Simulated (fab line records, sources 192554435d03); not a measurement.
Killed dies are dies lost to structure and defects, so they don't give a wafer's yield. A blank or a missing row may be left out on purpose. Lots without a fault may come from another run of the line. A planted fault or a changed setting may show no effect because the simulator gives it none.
Chamber matching | flow n5_finfet | N5_BEOL_M1_CO_CAP_55 on cvd_co-01: 3 sister chambers
The step material Co, precursor CCTBA/H2, target thk 2 nm, time 102.1 s. 6 wafers are shown with their chamber, then 12 later ones without.

WAFERS WITH THEIR CHAMBER
wafer  | chamber | heater_power_outer_w (W) | heater_power_w (W)
L079.6 | 0       | 116                      | 223
L085.3 | 2       | 107                      | 214
L085.5 | 2       | 106                      | 217
L088.1 | 1       | 146                      | 278
L088.4 | 1       | 147                      | 283
L088.5 | 0       | 118                      | 225

WAFERS WITHOUT THEIR CHAMBER
wafer  | heater_power_outer_w (W) | heater_power_w (W)
L090.2 | 106                      | 211
L090.3 | 116                      | 222
L090.6 | 109                      | 215
L091.1 | 115                      | 225
L091.3 | 110                      | 214
L091.6 | 145                      | 279
L094.1 | 106                      | 215
L094.4 | 116                      | 226
L094.5 | 149                      | 282
L097.1 | 119                      | 226
L097.2 | 107                      | 214
L097.3 | 145                      | 281

WHICH CHAMBER EACH WENT THROUGH
wafer  | from the rows above | in truth
L090.2 | 2                   | 2
L090.3 | 0                   | 0
L090.6 | 2                   | 2
L091.1 | 0                   | 0
L091.3 | 2                   | 2
L091.6 | 1                   | 1
L094.1 | 2                   | 2
L094.4 | 0                   | 0
L094.5 | 1                   | 1
L097.1 | 0                   | 0
L097.2 | 2                   | 2
L097.3 | 1                   | 1
Placed correctly: 12 of 12. Can't be placed from these rows: 0. Placed wrongly: 0.
How it was worked out, from the rows above alone: a wafer's distance from a chamber is the root of the sum, over the readings, of the square of ((its reading less the chamber's mean) divided by the reading's scatter). The wafer belongs to the nearest chamber; if the next one is less than 2 further off, it can't be placed. A chamber's mean is the mean of its shown wafers. The scatter: the root of (the sum of the squares of (reading less its chamber's mean) over the shown wafers, divided by (wafers less chambers)).
